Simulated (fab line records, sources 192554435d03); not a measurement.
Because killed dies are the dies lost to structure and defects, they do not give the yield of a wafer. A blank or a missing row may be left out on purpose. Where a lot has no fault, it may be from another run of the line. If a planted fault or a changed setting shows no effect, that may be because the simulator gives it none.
One fault through the eyes of 2 desks || flow n5Finfet || every desk sees just its own numbers, and what lay behind them comes last

== FOR THE TOOL OWNER'S DESK: lithoTrack-01 ==
The tool's own readings at N5_BEOL_M14_COAT_65 (time 60 s, resist thk 450 nm): means of the sampled wafers that have a number, for each lot that ran on this tool. The brackets show how far a lot's mean lies from the usual mean; more than 4 standard deviations puts the lot out of limits, marked OUT.
Columns: A = heaterPowerTotalW at N5_BEOL_M14_COAT_65, usual 500.5 W; B = plateTempC at N5_BEOL_M14_COAT_65, usual 250.02 C
{"lot": "L642", "first seen here": "day 11 20:17", "A": 500.2, "B": 250.11}
{"lot": "L644", "first seen here": "day 12 20:43", "A": 500.0, "B": 250.22}
{"lot": "L647", "first seen here": "day 13 14:41", "A": "861.6 (+99 or more) OUT", "B": "272.52 (+99 or more) OUT"}
{"lot": "L649", "first seen here": "day 13 15:25", "A": "862.4 (+99 or more) OUT", "B": "272.46 (+99 or more) OUT"}
{"lot": "L646", "first seen here": "day 13 16:17", "A": "863.1 (+99 or more) OUT", "B": "272.47 (+99 or more) OUT"}
{"lot": "L661", "first seen here": "day 17 11:52", "A": 500.2, "B": 249.99}
This desk's verdict: out of limits on L646, L647, L649, starting with L647 at day 13 14:41 (heaterPowerTotalW at N5_BEOL_M14_COAT_65). In limits: L642, L644, L661.

== THE METROLOGY DESK ==
Means of the sampled wafers that have a number, per lot and without regard to the tool the lot ran on: this is what the gauges read. The brackets show how far a lot's mean lies from the usual mean; more than 4 standard deviations puts the lot out of limits, marked OUT.
Columns: A = M14_OVL at N5_BEOL_M14_OVL_MEAS_29, usual 4 nm
{"lot": "L641", "first seen here": "day 11 11:17", "A": 1}
{"lot": "L642", "first seen here": "day 11 20:36", "A": 4}
{"lot": "L644", "first seen here": "day 12 21:02", "A": 3}
{"lot": "L647", "first seen here": "day 13 15:08", "A": 7}
{"lot": "L652", "first seen here": "day 13 15:31", "A": 6}
{"lot": "L649", "first seen here": "day 13 15:52", "A": 7}
{"lot": "L646", "first seen here": "day 13 16:43", "A": 7}
{"lot": "L657", "first seen here": "day 15 12:39", "A": -2}
{"lot": "L660", "first seen here": "day 16 07:25", "A": 4}
{"lot": "L659", "first seen here": "day 16 10:11", "A": -6}
{"lot": "L661", "first seen here": "day 17 12:20", "A": -1}
Finding of this desk: none of the 11 lots has anything out of limits.

== ALL TOGETHER ==
On L646, L647, L649, at day 13 14:41, an alarm was possible from the tool owner's desk.
Nothing out of limits was seen by the metrology desk.
The metrology desk holds a record of L646, L647, L649, inside its limits.
Every lot named ran N5_BEOL_M14_COAT_65 on lithoTrack-01.

== WHAT HAD BEEN PUT IN BY THE SIMULATOR ==
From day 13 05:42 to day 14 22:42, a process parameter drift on lithoTrack-01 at N5_BEOL_M14_COAT_65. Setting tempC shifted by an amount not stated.
Lots struck among those shown: L646, L647, L649.
How many hours passed from the start of the fault until each desk's first out-of-limits reading: the tool owner's desk, 9.
